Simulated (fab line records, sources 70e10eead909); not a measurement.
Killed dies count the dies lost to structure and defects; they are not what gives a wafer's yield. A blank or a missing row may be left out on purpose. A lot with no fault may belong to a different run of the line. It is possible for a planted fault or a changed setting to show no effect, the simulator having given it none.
A lot that was struck, set against a sound lot | flow nand_harc | 13 out of 1302 route steps
Sound: the wafers L948.1, L948.2, L948.4. Wafers L940.3, L940.5, L940.6 were the ones struck. Last of all comes the cause.
For every step that has rows: the tool of each side, followed by ch and its chambers, followed by its first start. Under that, the readings that differ: sound wafers | struck wafers | difference of the means | sigmas: that difference in standard deviations of wafers without a fault.
alike: words and numbers the same on both sides, and readings whose means are apart by under 2 such deviations; not compared: readings that were withheld, readings missing a value for some wafer, numbers with overlapping values and no deviation given by the record, and bounds like >300 which may hide the same value.
A row with sigmas, a row that says differs or no value, or rows on one side alone: a step with any of these is where the two part. Non-overlapping numbers with no deviation appear without sigmas and do not part them. A reading that every wafer of one side lacks parts them only if that side has two wafers or more.

first, 1 step without rows for these wafers: NHARC_A_SLIT_SRD_20.
NHARC_A_SLIT_CD_MEAS_21:
  sound on cd_sem-02 at day 25 21:03; struck on cd_sem-01 at day 23 18:51
  alike: cd_nm
then, 3 steps without rows for these wafers: NHARC_A_SIN_REMOVE_WET_00 (chemistry H3PO4, time 15300 s); NHARC_A_SIN_REMOVE_PRECLEAN_01 (cleans in SC1); NHARC_A_SIN_REMOVE_SRD_02.
NHARC_A_SIN_REMOVE_INSPECT_04:
  sound on defect_inspect-01 at day 26 06:05; struck on defect_inspect-01 at day 24 01:29
  alike: raw_defect_count
NHARC_A_WL_FILL_ALD_00: deposits Al2O3, target thk 3 nm, pulse time 3 s, ald cycles 30.
  sound on ald_hk-04 ch 0,2,3, day 26 06:11; struck on ald_hk-03 ch 2,3, day 24 01:34
  alike: heater_power_w, precursor_pulse_height_rel
NHARC_A_WL_FILL_RTA_01: time 5 s.
  sound on rtp_anneal-01 ch 0, day 26 06:25; struck on rtp_anneal-02 ch 0, day 24 01:52
  reading            | sound          | struck         | difference | sigmas
  lamp_power_pct (%) | 32.5 32.5 32.5 | 30.5 30.5 30.5 | -2.0       | -2
  alike: anneal_temp_c_max, wafer_temp_C_max
NHARC_A_WL_FILL_ALD_02: deposits TiN, target thk 2 nm, pulse time 3 s, ald cycles 100.
  sound on ald_metal-04 ch 0,3, day 26 06:41; struck on ald_metal-04 ch 1,3, day 24 02:04
  alike: heater_power_w, precursor_pulse_height_rel
NHARC_A_WL_FILL_CVD_03: deposits W, target thk 40 nm, time 279 s.
  sound on cvd_w-01 ch 0,1, day 26 07:08; struck on cvd_w-02 ch 0,1, day 24 02:41
  alike: chamber_pressure_Torr, heater_power_w, throttle_valve_pct
NHARC_A_WL_FILL_ETCHBACK_04: etches the open film in NF3, target depth 60 nm, time 120 s.
  sound on rie_metal-02 ch 0,1, day 26 07:31; struck on rie_metal-01 ch 0,1, day 24 02:58
  reading               | sound             | struck            | difference | sigmas
  oes_product_au (a.u.) | 0.995 0.998 0.989 | 0.837 0.824 0.824 | -0.166     | -18
  alike: chamber_pressure_mTorr, drypump_motor_current_A
  not compared: rf_hours_counter_h
NHARC_A_WL_FILL_ETCHBACK_05: etches the open film in Cl2/BCl3, target depth 22 nm, time 60 s.
  sound on rie_metal-02 ch 0,1, day 26 07:45; struck on rie_metal-01 ch 0,1, day 24 03:10
  alike: chamber_pressure_mTorr, drypump_motor_current_A, oes_product_au
  not compared: rf_hours_counter_h
-- record jumps: 4 days between struck wafers' starts before vs after; left off in module A_WL_FILL, resumes in module END, first step shown is number 1302 of the route --
NHARC_END_SORT_01:
  sound on prober-01 ch 0, day 30 02:07; struck on prober-02 ch 0, day 28 05:13
  reading         | sound    | struck   | difference | sigmas
  killed_at_array | 95 55 52 | 25 28 24 | -42        | -2
  killed_dies     | 99 58 54 | 35 35 29 | -37        | -2
  alike: killed_at_other, killed_at_periphery, killed_open, killed_short

## WHERE THEY PART
Last at NHARC_END_SORT_01 as far as this record goes, first at NHARC_A_WL_FILL_RTA_01.

WHY: what had been put in by the simulator
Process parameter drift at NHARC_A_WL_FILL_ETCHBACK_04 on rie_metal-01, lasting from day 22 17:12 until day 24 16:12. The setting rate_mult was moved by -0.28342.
